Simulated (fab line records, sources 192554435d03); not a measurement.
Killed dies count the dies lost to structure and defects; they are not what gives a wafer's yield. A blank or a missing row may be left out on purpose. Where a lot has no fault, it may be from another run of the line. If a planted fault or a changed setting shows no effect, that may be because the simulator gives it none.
fab line records -- flow n5_finfet
record lots=9, wafers=27, last_day=19
route steps=1938 shown BEOL_M0_SAQP@679 BEOL_M4@1111 PASSIVATION@1936
lots with no fault: from the same line, run without faults
start_h: hours from the record's first day to the start of the lot's first wafer shown -- wait_h: how many hours have passed since the lot's step before this one -- " as in the row above -- L1.1+2: several wafers, shown together as one row -- - no value present, or no start provided -- * or withheld: withheld -- < > ~ a bound
route shown NAME@n: names a module that has steps shown in the file, with the first one's number in the route -- usual: mean/standard deviation taken from wafers without a fault -- same: alike in all rows -- chamber/n: place in a boat -- sites: the reading at each site -- _std_site: standard deviation across them -- _edge_site: outer sites' mean less inner sites' -- radius_mm: for every site, how far away it sits from the centre of the wafer -- mask NAME#n: copy n -- behind: the most recent tool/chamber to have shaped the wafer -- hold: reason for holding the lot/hours on hold/outcome of the hold -- device: which transistor (n, p or np) failed to switch -- end of line: at the end of the route, the tests of the same wafers -- for a step that has no rows: nothing shown but its recipe -- killed: count of dies lost to structure and defects at first sort (not the wafer's yield) -- map: a wafer's dies, marking killed ones x, the rest . and places with no die _
set.NAME: setting as actually run; set.NAME@STEP: the setting as run at that earlier step -- model.NAME: the simulator's own value behind a step, which no gauge read
one table for each step of the route and one row for each wafer, over a sample of lots
services: from which hour (start_h, from the record's first day; less than 0 if before it) a tool's chamber was out of use, for how many hours, and why
## steps
# step N5_BEOL_M0_SAQP_CD_MEAS_29
# recipe target_cd_nm=14.4, landing_energy_ev=1000, detector=se_inlens
# usual cd_nm=14.93/0.22
lot.wafer,tool,chamber,start_h,wait_h,cd_nm
L615.2,cd_sem-03,0,117.77,0.1,14.81
L615.3,cd_sem-03,0,117.77,0.1,14.89
L615.6,cd_sem-03,0,117.77,0.1,15.07
L617.4,cd_sem-02,0,131.58,0.1,14.92
L617.5,cd_sem-02,0,131.58,0.1,15.29
L617.6,cd_sem-02,0,131.58,0.1,14.95
L618.1,cd_sem-02,0,136.87,0.1,14.97
L618.4,cd_sem-02,0,136.87,0.1,15.07
L618.6,cd_sem-02,0,136.87,0.1,14.46
L621.2,cd_sem-03,0,154.75,0.1,14.84
L621.5,cd_sem-03,0,154.75,0.1,15.05
L621.6,cd_sem-03,0,154.75,0.1,14.80
L625.2,cd_sem-02,0,177.05,0.1,15.08
L625.4,cd_sem-02,0,177.05,0.1,14.46
L625.6,cd_sem-02,0,177.05,0.1,14.91
L627.4,cd_sem-03,0,189.29,0.1,15.01
L627.5,cd_sem-03,0,189.29,0.1,14.79
L627.6,cd_sem-03,0,189.29,0.1,14.80
L633.1,cd_sem-03,0,224.64,0.1,15.22
L633.2,cd_sem-03,0,224.64,0.1,15.02
L633.5,cd_sem-03,0,224.64,0.1,14.96
L635.2,cd_sem-02,0,237.52,0.1,15.22
L635.4,cd_sem-02,0,237.52,0.1,15.19
L635.5,cd_sem-02,0,237.52,0.1,14.96
L637.1,cd_sem-03,0,247.54,0.1,15.29
L637.2,cd_sem-03,0,247.54,0.1,15.02
L637.3,cd_sem-03,0,247.54,0.1,14.69
# step N5_BEOL_M0_SAQP_CD_MEAS_40
# recipe target_cd_nm=30, landing_energy_ev=500, detector=se_inlens
# usual cd_nm=29.91/0.29
lot.wafer,tool,chamber,start_h,wait_h,cd_nm
L615.2,cd_sem-02,0,118.20,-,29.54
L615.3,cd_sem-02,0,118.20,-,29.81
L615.6,cd_sem-02,0,118.20,-,30.26
L617.4,cd_sem-03,0,131.89,-,30.23
L617.5,cd_sem-03,0,131.89,-,30.41
L617.6,cd_sem-03,0,131.89,-,29.63
L618.1,cd_sem-02,0,137.30,-,30.29
L618.4,cd_sem-02,0,137.30,-,29.87
L618.6,cd_sem-02,0,137.30,-,29.74
L621.2,cd_sem-01,0,155.05,-,30.00
L621.5,cd_sem-01,0,155.05,-,29.62
L621.6,cd_sem-01,0,155.05,-,29.61
L625.2,cd_sem-02,0,177.49,-,29.34
L625.4,cd_sem-02,0,177.49,-,29.89
L625.6,cd_sem-02,0,177.49,-,29.48
L627.4,cd_sem-03,0,189.72,-,29.69
L627.5,cd_sem-03,0,189.72,-,30.35
L627.6,cd_sem-03,0,189.72,-,30.08
L633.1,cd_sem-03,0,225.07,-,29.82
L633.2,cd_sem-03,0,225.07,-,29.83
L633.5,cd_sem-03,0,225.07,-,30.09
L635.2,cd_sem-02,0,237.82,-,29.53
L635.4,cd_sem-02,0,237.82,-,29.48
L635.5,cd_sem-02,0,237.82,-,29.77
L637.1,cd_sem-03,0,247.99,-,29.93
L637.2,cd_sem-03,0,247.99,-,30.11
L637.3,cd_sem-03,0,247.99,-,30.22
# step N5_BEOL_M0_SAQP_DESCUM_45
# recipe chemistry=O2, time_s=7, source_power_w=50, bias_power_w=20, pressure_mtorr=20, rf_frequency_hz=2.712e+07, temp_c=40, resist=CAR-EUV, o2_flow_sccm=225
# usual drypump_motor_current_A=5.8/0.62, oes_product_au=0.75/0.047, rf_fwd_power_W=49.39/0.22, rf_vpp_V=243.2/1.2, showerhead_plenum_p_Torr=2.10/0.061, throttle_valve_pct=20.42/0.23
lot.wafer,tool,chamber,start_h,wait_h,drypump_motor_current_A,oes_product_au,rf_fwd_power_W,rf_hours_counter_h,rf_vpp_V,showerhead_plenum_p_Torr,throttle_valve_pct
L615.2,rie_diel-02,3,118.43,0.1,5.6,0.85,49.28,59,241.8,1.97,20.40
L615.3,rie_diel-02,2,118.43,0.1,6.3,0.75,49.41,169,243.7,2.11,20.94
L615.6,rie_diel-02,3,118.43,0.1,5.6,0.86,49.23,-,241.2,1.97,20.38
L617.4,rie_diel-06,1,132.02,0.0,5.0,0.76,49.58,129,243.4,2.10,20.47
L617.5,rie_diel-06,0,132.02,0.0,5.0,0.77,49.08,-,243.0,2.13,20.32
L617.6,rie_diel-06,1,132.02,0.0,5.0,0.76,49.67,-,241.5,2.10,20.49
L618.1,rie_diel-05,2,137.42,0.0,5.0,0.76,49.52,149,245.7,2.20,20.51
L618.4,rie_diel-05,0,137.42,0.0,5.9,0.69,49.62,221,244.6,2.14,20.16
L618.6,rie_diel-05,1,137.42,0.0,6.1,0.83,49.65,-,244.1,2.08,20.02
L621.2,rie_diel-02,2,155.17,0.0,6.3,0.74,49.65,181,243.0,2.10,20.98
L621.5,rie_diel-02,3,155.17,0.0,5.6,0.84,49.52,-,240.2,1.96,20.41
L621.6,rie_diel-02,2,155.17,0.0,6.3,0.73,49.64,-,242.4,2.10,20.96
L625.2,rie_diel-05,0,177.61,0.0,5.9,0.68,49.13,230,244.5,2.14,20.19
L625.4,rie_diel-05,3,177.61,0.0,6.1,0.73,49.38,157,243.0,2.08,20.69
L625.6,rie_diel-05,0,177.61,0.0,5.8,0.69,49.44,-,245.6,2.14,20.17
L627.4,rie_diel-05,0,189.84,0.0,5.9,0.69,49.43,234,244.5,2.14,20.16
L627.5,rie_diel-05,1,189.84,0.0,6.1,0.81,49.87,-,243.1,2.08,20.04
L627.6,rie_diel-05,0,189.84,0.0,5.9,0.69,49.44,-,243.6,2.14,20.18
L633.1,rie_diel-06,3,225.19,0.0,6.6,0.72,49.07,179,241.9,2.00,20.25
L633.2,rie_diel-06,2,225.19,0.0,6.6,0.78,49.32,114,243.8,2.11,20.44
L633.5,rie_diel-06,1,225.19,0.0,5.0,0.75,49.48,-,242.7,2.09,20.51
L635.2,rie_diel-06,1,237.95,0.0,5.0,0.73,49.58,155,241.6,2.09,20.53
L635.4,rie_diel-06,0,237.95,0.0,5.0,0.75,49.07,158,242.8,2.12,20.36
L635.5,rie_diel-06,3,237.95,0.0,6.6,0.71,48.84,-,241.1,2.00,20.25
L637.1,rie_diel-06,3,248.11,0.0,6.6,0.71,49.47,184,241.1,2.00,20.26
L637.2,rie_diel-06,2,248.11,0.0,6.6,0.78,49.38,118,243.5,2.10,20.45
L637.3,rie_diel-06,1,248.11,0.0,5.0,0.74,49.13,157,241.9,2.09,20.51
# step N5_BEOL_M0_SAQP_ETCH_88
# recipe chemistry=N2/H2, target=underlayer, target_depth_a=65, time_s=5.2, ion_energy_ev=200, mask_material=CAR-EUV, pressure_mtorr=30, source_w=840, bias_w=150, n2_flow_sccm=200, h2_flow_sccm=200, ends=cleared
# usual drypump_motor_current_A=5.8/0.62, etch_rf_on_time_s=5.13/0.1, oes_product_au=0.64/0.041, rf_fwd_power_W=819.5/2.5, rf_vpp_V=524.1/2.3, showerhead_plenum_p_Torr=2.55/0.068, throttle_valve_pct=17.89/0.24
lot.wafer,tool,chamber,start_h,wait_h,drypump_motor_current_A,etch_rf_on_time_s,oes_product_au,rf_fwd_power_W,rf_hours_counter_h,rf_vpp_V,showerhead_plenum_p_Torr,throttle_valve_pct
L615.2,rie_diel-02,3,118.46,0.0,5.6,5.22,0.73,818.4,59,517.8,2.38,17.76
L615.3,rie_diel-02,2,118.46,0.0,6.3,5.25,0.63,814.4,169,523.8,2.55,18.31
L615.6,rie_diel-02,3,118.46,0.0,5.6,5.17,0.73,816.7,-,519.0,2.38,17.79
L617.4,rie_diel-06,1,132.05,0.0,5.0,5.32,0.65,820.9,129,523.0,2.54,17.96
L617.5,rie_diel-06,0,132.05,0.0,5.0,4.97,0.66,819.6,-,524.7,2.55,17.59
L617.6,rie_diel-06,1,132.05,0.0,5.0,5.31,0.66,820.3,-,526.2,2.55,17.96
L618.1,rie_diel-05,2,137.45,0.0,5.0,5.00,0.66,822.2,149,527.7,2.64,17.82
L618.4,rie_diel-05,0,137.45,0.0,5.9,5.09,0.60,820.2,221,525.6,2.62,17.80
L618.6,rie_diel-05,1,137.45,0.0,6.1,5.11,0.71,815.4,-,524.9,2.56,17.66
L621.2,rie_diel-02,2,155.21,0.0,6.3,5.29,0.62,819.5,181,522.8,2.54,18.35
L621.5,rie_diel-02,3,155.21,0.0,5.6,5.18,0.71,823.0,-,519.6,2.37,17.77
L621.6,rie_diel-02,2,155.21,0.0,6.4,5.29,0.62,819.8,-,522.7,2.54,18.37
L625.2,rie_diel-05,0,177.65,0.0,5.9,6.34,0.51,616.8,230,574.9,2.61,17.83
L625.4,rie_diel-05,3,177.65,0.0,6.2,6.50,0.57,615.5,157,574.3,2.55,18.23
L625.6,rie_diel-05,0,177.65,0.0,5.9,6.31,0.53,618.3,-,576.5,2.61,17.82
L627.4,rie_diel-05,0,189.87,0.0,5.9,6.40,0.52,620.0,234,575.4,2.61,17.78
L627.5,rie_diel-05,1,189.87,0.0,6.1,6.42,0.61,616.8,-,572.6,2.55,17.66
L627.6,rie_diel-05,0,189.87,0.0,5.9,6.34,0.52,615.3,-,574.0,2.61,17.81
L633.1,rie_diel-06,3,225.23,0.0,6.6,5.25,0.60,818.6,179,520.7,2.42,17.59
L633.2,rie_diel-06,2,225.23,0.0,6.6,5.02,0.68,821.8,114,522.6,2.56,17.95
L633.5,rie_diel-06,1,225.23,0.0,5.0,5.24,0.64,819.6,-,526.5,2.54,18.00
L635.2,rie_diel-06,1,237.98,0.0,5.0,5.29,0.63,819.0,155,527.3,2.53,18.01
L635.4,rie_diel-06,0,237.98,0.0,5.1,5.01,0.65,819.3,158,526.3,2.54,17.61
L635.5,rie_diel-06,3,237.98,0.0,6.6,5.21,0.60,822.4,-,517.9,2.42,17.61
L637.1,rie_diel-06,3,248.15,0.0,6.6,5.21,0.60,813.9,184,521.2,2.42,17.62
L637.2,rie_diel-06,2,248.15,0.0,6.6,5.07,0.67,817.5,118,523.5,2.56,17.97
L637.3,rie_diel-06,1,248.15,0.0,5.0,5.26,0.64,822.5,157,524.0,2.53,18.04
# step N5_BEOL_M4_RC_MEAS_101
# usual DIBL_N=36.1/1.9, DIBL_P=36.1/2.4, IOFF_N=0.15/0.032, IOFF_P=0.21/0.036, ION_N=673/12, ION_P=463/7.6, SS_N=71.5/0.63, SS_P=73.1/0.65, VT_N=251/3.1, VT_P=-250/3.2
lot.wafer,tool,chamber,start_h,wait_h,DIBL_N[mV/V],DIBL_P[mV/V],IOFF_N[nA/um],IOFF_P[nA/um],ION_N[uA/um],ION_P[uA/um],SS_N[mV/dec],SS_P[mV/dec],VT_N[mV],VT_P[mV]
L615.2,prober-02,0,222.24,0.2,40.9,42.8,0.23,0.29,690,468,72.8,75.1,246,-246
L615.3,prober-02,0,222.24,0.2,39.8,41.1,0.23,0.26,686,462,72.7,74.3,245,-250
L615.6,prober-02,0,222.24,0.2,40.4,41.4,0.22,0.25,673,460,72.8,74.4,247,-250
L617.4,prober-01,0,252.50,0.5,36.1,36.1,0.15,0.18,664,452,71.5,74.1,252,-254
L617.5,prober-01,0,252.50,0.5,36.1,36.4,0.13,0.18,658,453,71.5,73.6,253,-253
L617.6,prober-01,0,252.50,0.5,32.9,31.6,0.10,0.13,649,440,70.6,72.3,256,-259
L621.2,prober-02,0,262.43,0.2,39.6,39.8,0.20,0.28,697,482,72.4,73.5,247,-246
L621.5,prober-02,0,262.43,0.2,38.0,37.3,0.16,0.22,693,468,71.1,72.6,249,-249
L621.6,prober-02,0,262.43,0.2,36.0,36.4,0.13,0.22,665,466,70.8,73.5,252,-246
L618.1,prober-02,0,270.36,0.0,35.6,34.3,0.13,0.21,655,456,71.2,73.0,254,-249
L618.4,prober-02,0,270.36,0.0,32.7,31.2,0.10,0.16,653,456,70.6,72.5,256,-253
L618.6,prober-02,0,270.36,0.0,33.3,31.2,0.11,0.17,672,465,70.6,72.5,254,-250
L625.2,prober-01,0,307.87,0.2,39.7,39.9,0.23,0.25,696,467,72.6,73.8,247,-251
L625.4,prober-01,0,307.87,0.2,35.5,34.3,0.15,0.16,674,459,71.7,73.0,248,-255
L625.6,prober-01,0,307.87,0.2,38.8,38.9,0.19,0.23,671,460,71.9,73.4,249,-250
L627.4,prober-02,0,309.13,0.5,35.0,34.0,0.13,0.18,681,470,70.8,72.6,253,-253
L627.5,prober-02,0,309.13,0.5,36.9,35.9,0.15,0.21,660,453,72.0,72.5,253,-251
L627.6,prober-02,0,309.13,0.5,35.4,33.5,0.13,0.18,670,458,71.0,72.5,250,-254
L633.1,prober-01,0,312.34,0.0,34.9,32.3,0.12,0.17,658,457,71.2,72.0,254,-255
L633.2,prober-01,0,312.34,0.0,36.5,34.6,0.14,0.19,668,459,71.3,72.0,256,-253
L633.5,prober-01,0,312.34,0.0,32.7,30.2,0.09,0.13,638,448,70.1,72.1,260,-257
L635.2,prober-01,0,359.60,0.2,39.0,39.9,0.21,0.25,680,462,72.3,73.8,247,-249
L635.4,prober-01,0,359.60,0.2,35.7,34.8,0.14,0.17,668,448,71.9,72.3,251,-253
L635.5,prober-01,0,359.60,0.2,35.9,35.3,0.14,0.18,664,456,71.7,72.0,253,-253
L637.1,prober-01,0,361.95,0.0,36.0,38.2,0.16,0.22,676,464,71.4,73.3,253,-250
L637.2,prober-01,0,361.95,0.0,36.3,37.8,0.16,0.20,672,458,72.0,73.1,254,-249
L637.3,prober-01,0,361.95,0.0,37.1,38.4,0.18,0.22,672,462,72.2,73.3,252,-250
# step N5_PASSIVATION_PROBE_49
# usual defect_limited_yield=91.4/1.2, killed_at_M0_to_M3=34/9.1, killed_at_M4_up=14/5.8, killed_at_contacts=13/6, killed_at_front_end=38/10, killed_at_other=3.2/2.7, killed_dies=102/14, killed_open=68/11, killed_short=32/7.2, sort_bin_5_function=5.1/0.83, sort_bin_6_memory=3.2/0.56, sort_bin_8_speed=0.01/0.064, sort_n_pass=1078/14, sort_yield_pct=91.4/1.2
# same gross_dies=1180, killed_at_back_side=0, sort_bin_4_leakage[%]=0
lot.wafer,tool,chamber,start_h,wait_h,defect_limited_yield[%],killed_at_M0_to_M3,killed_at_M4_up,killed_at_contacts,killed_at_front_end,killed_at_other,killed_dies,killed_open,killed_short,sort_bin_5_function[%],sort_bin_6_memory[%],sort_bin_8_speed[%],sort_n_pass,sort_yield_pct[%]
L627.4,prober-02,-,426.35,0.2,91.3,30,18,15,36,4,103,73,30,5.1,3.3,0,1077,91.3
L627.5,prober-02,-,426.40,0.2,90.6,33,22,10,44,2,111,67,39,5.2,3.4,0,1069,90.6
L627.6,prober-02,-,426.45,0.3,90.3,45,11,20,37,1,114,73,40,5.2,4.0,0,1066,90.3
# killed by level:class
L627.4 STI_FIN_REVEAL:geometric_particle:open=12 BEOL_M4:geometric_particle:open=12 MOL_CONTACT_COAG:geometric_particle:open=11 BEOL_M2:geometric_particle:open=7 FIN_SAQP:geometric_particle:open=4 BEOL_M0_SAQP:geometric_particle:short=4 ILD0:geometric_particle:open=4 GATE_CUT:geometric_particle:short=4
L627.5 BEOL_M4:geometric_particle:open=10 MOL_CONTACT_COAG:geometric_particle:open=8 STI_FIN_REVEAL:geometric_particle:open=7 BEOL_M0_SAQP:geometric_particle:short=7 BEOL_M2:geometric_particle:open=7 FIN_SAQP:geometric_particle:short=5 HKMG_FIN:area_etch=5 SPACER0:geometric_particle:open=4
L627.6 MOL_CONTACT_COAG:geometric_particle:open=18 BEOL_M2:geometric_particle:open=15 BEOL_M0_SAQP:geometric_particle:short=13 BEOL_M0_SAQP:geometric_particle:open=10 STI_FIN_REVEAL:geometric_particle:open=6 DUMMY_GATE:geometric_particle:open=5 GATE_CUT:geometric_particle:short=5 BEOL_M4:geometric_particle:open=5
## services
tool,chamber,start_h,hours,kind
rie_diel-02,1,126.30,-,clean
rie_diel-02,1,126.30,-,consumable_replace:focus_ring
rie_diel-02,1,126.30,23.0,scheduled_down
rie_diel-02,1,126.30,23.0,vent_cycle
rie_diel-02,0,126.38,8.9,repair
rie_diel-05,2,127.91,4.1,repair
rie_diel-06,1,191.50,1.4,repair
rie_diel-06,2,239.31,3.9,repair
rie_diel-02,3,241.79,7.1,repair
## key
first_sign step=N5_BEOL_M0_SAQP_ETCH_88, reading=rf_fwd_power_W, direction=down, sigmas=80, usual=*, struck=*
effect step=N5_BEOL_M0_SAQP_ETCH_88, reading=rf_vpp_V, direction=up, sigmas=22, usual=524.1, struck=574.6
met_at N5_BEOL_M0_SAQP_ETCH_88
struck_lots L625,L627
not_acting_at N5_BEOL_M0_SAQP_CD_MEAS_29,N5_BEOL_M0_SAQP_CD_MEAS_40,N5_BEOL_M0_SAQP_DESCUM_45
onset_between 137.45 177.65
fault kind=process_parameter_drift, tool=rie_diel-05, chamber=-, onset_h=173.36, steps=N5_BEOL_M0_SAQP_ETCH_88, channel=source_w, offset=-201.6, shape=step, end_h=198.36, acts_in=these_recipes_only, stated=840
